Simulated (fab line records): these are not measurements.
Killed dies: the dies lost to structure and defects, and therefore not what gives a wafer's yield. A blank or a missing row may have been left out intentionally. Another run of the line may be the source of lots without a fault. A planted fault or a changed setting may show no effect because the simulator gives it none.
Chamber matching	flow n5-finfet	N5_STI_FIN_REVEAL_ALD_14 on ald-sin-02 has 4 sister chambers
The step deposits Si3N4, target thk 3 nm. 4 wafers are shown with their chamber, then 8 later ones without.

== EACH WAFER AND ITS CHAMBER ==
wafer	chamber	heater-power-w (W)
L086.2	2	839
L086.3	1	880
L086.5	3	732
L087.2	0	732

== WAFERS WHOSE CHAMBER IS MISSING ==
wafer	heater-power-w (W)
L087.3	747
L087.6	869
L090.2	723
L090.5	723
L090.6	876
L096.2	720
L096.4	837
L096.5	882

== THE CHAMBER EACH PASSED THROUGH ==
wafer	from the rows above	in truth
L087.3	can't be placed: 0 or 3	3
L087.6	1	1
L090.2	can't be placed: 0 or 3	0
L090.5	can't be placed: 0 or 3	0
L090.6	1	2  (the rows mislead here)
L096.2	can't be placed: 0 or 3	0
L096.4	2	2
L096.5	1	1
Correct placement for 3 of the 8. Cannot be placed on the basis of these rows: 4; the candidates contain the true chamber in 4. Number placed wrongly: 1.
How it was worked out, from the rows above alone: a wafer's distance from a chamber is the root of the sum, over the readings, of the square of ((its reading less the chamber's mean) divided by the reading's scatter). If the next closest chamber is less than 2 further off than the closest, the wafer can't be placed; otherwise it belongs to the closest. The mean given for a chamber averages the wafers shown for that chamber. The scatter (one wafer shown for each chamber): square how far every hidden wafer sits from the nearest shown wafer, average those squares and take the square root.
